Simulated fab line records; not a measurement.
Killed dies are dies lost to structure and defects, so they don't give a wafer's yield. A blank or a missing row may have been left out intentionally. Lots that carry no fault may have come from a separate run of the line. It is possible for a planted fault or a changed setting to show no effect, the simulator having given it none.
Matching of chambers    flow n5-finfet    4 sister chambers for N5_MOL_CONTACT_COAG_ALD_133 on ald-sin-02
The step deposits SiO2, target thk 5 nm, pulse time 1 s, co reactant pulse time 1 s. 8 wafers are shown with their chamber, then 12 later ones without.

WAFERS WITH THEIR CHAMBER
wafer   chamber  heater-power-w (W)  precursor-pulse-height-rel
L077.6  0        68                  1.019
L082.2  0        68                  1.009
L082.6  2        92                  1.000
L089.1  1        80                  1.030
L089.5  2        93                  0.970
L091.3  3        89                  1.019
L091.4  1        80                  0.974
L091.5  3        90                  0.999

WAFERS WITHOUT THEIR CHAMBER
wafer   heater-power-w (W)  precursor-pulse-height-rel
L092.1  91                  0.987
L092.3  79                  1.000
L092.5  68                  0.962
L094.1  80                  1.000
L094.2  92                  1.007
L094.4  67                  1.014
L095.2  67                  0.974
L095.5  89                  1.014
L095.6  68                  0.985
L096.1  69                  1.010
L096.2  90                  0.984
L096.3  69                  0.991

THE CHAMBER EACH PASSED THROUGH
wafer   from the rows above      in truth
L092.1  can't be placed: 2 or 3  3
L092.3  1                        1
L092.5  0                        0
L094.1  1                        1
L094.2  2                        2
L094.4  0                        0
L095.2  0                        0
L095.5  3                        3
L095.6  0                        0
L096.1  0                        0
L096.2  3                        3
L096.3  0                        0
11 of 12 placed correctly. Unplaceable from these rows: 1, with the true chamber sitting among the candidates in 1. Wrongly placed: 0.
How it was worked out, from the rows above alone: a wafer's distance from a chamber is the root of the sum, over the readings, of the square of ((its reading less the chamber's mean) divided by the reading's scatter). The wafer belongs to the nearest chamber; if the next one is less than 2 further off, it can't be placed. A chamber's mean is the mean of its shown wafers. How the scatter is found: for the shown wafers, subtract from each reading the mean of its chamber, square and add these, divide the total by (wafers less chambers), then take the root.
